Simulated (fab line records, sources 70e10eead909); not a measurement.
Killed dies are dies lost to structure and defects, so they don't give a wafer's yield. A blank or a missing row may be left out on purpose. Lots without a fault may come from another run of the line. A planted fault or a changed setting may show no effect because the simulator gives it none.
Chamber matching | flow nand_harc | NHARC_P_ZERO_WELL_ETCH_63 on rie_si-05: 4 sister chambers
The step etches the open film in HBr/Cl2, target depth 120 nm, time 40.1 s. 14 wafers are shown with their chamber, then 7 later ones without.

WAFERS WITH THEIR CHAMBER
wafer  | chamber | drypump_motor_current_A (A) | rf_fwd_power_W (W) | oes_product_au (a.u.)
L185.1 | 0       | 5.5                         | 394.8              | 1.006
L185.4 | 1       | 5.9                         | 397.1              | 1.002
L185.5 | 1       | 5.9                         | 396.6              | 1.004
L198.2 | 3       | 5.2                         | 391.6              | 0.992
L198.4 | 0       | 5.5                         | 394.4              | 1.001
L198.6 | 1       | 5.9                         | 394.5              | 1.015
L199.1 | 3       | 5.2                         | 393.4              | 0.994
L199.2 | 2       | 5.9                         | 396.2              | 1.011
L199.3 | 1       | 5.9                         | 394.9              | 1.011
L200.3 | 3       | 5.1                         | 391.2              | 0.988
L200.5 | 1       | 5.9                         | 395.7              | 1.011
L200.6 | 0       | 5.5                         | 394.5              | 0.997
L201.1 | 3       | 5.2                         | 391.0              | 0.987
L201.2 | 1       | 5.9                         | 394.7              | 1.012

SIGNATURES (means of the wafers above)
reading                 | chamber 0 | chamber 1 | chamber 2 | chamber 3 | scatter within a chamber
drypump_motor_current_A | 5.500     | 5.900     | 5.900     | 5.175     | 0.0274
rf_fwd_power_W          | 394.567   | 395.583   | 396.200   | 391.800   | 0.972
oes_product_au          | 1.00133   | 1.00917   | 1.01100   | 0.99025   | 0.00447
Rule: a wafer's distance from a chamber is the root of the sum, over the readings, of the square of ((its reading less the chamber's mean) divided by the reading's scatter). The wafer belongs to the nearest chamber; if the next one is less than 2 further off, it can't be placed. The scatter: the root of (the sum of the squares of (reading less its chamber's mean) over the shown wafers, divided by (wafers less chambers)).

WAFERS WITHOUT THEIR CHAMBER
wafer  | drypump_motor_current_A (A) | rf_fwd_power_W (W) | oes_product_au (a.u.)
L201.4 | 5.9                         | 393.9              | 1.005
L204.1 | 5.9                         | 395.5              | 1.005
L204.2 | 5.9                         | 394.1              | 1.005
L204.6 | 5.9                         | 395.4              | 0.991
L206.1 | 5.2                         | 391.6              | 1.014
L206.3 | 5.5                         | 395.6              | 1.005
L206.4 | 5.9                         | 394.8              | 1.012

WHICH CHAMBER EACH WENT THROUGH
wafer  | from the rows above     | in truth
L201.4 | can't be placed: 1 or 2 | 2
L204.1 | can't be placed: 1 or 2 | 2
L204.2 | can't be placed: 1 or 2 | 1
L204.6 | can't be placed: 1 or 2 | 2
L206.1 | 3                       | 3
L206.3 | 0                       | 0
L206.4 | can't be placed: 1 or 2 | 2
Placed correctly: 2 of 7. Can't be placed from these rows: 5 (the true chamber is among the candidates in 5). Placed wrongly: 0.
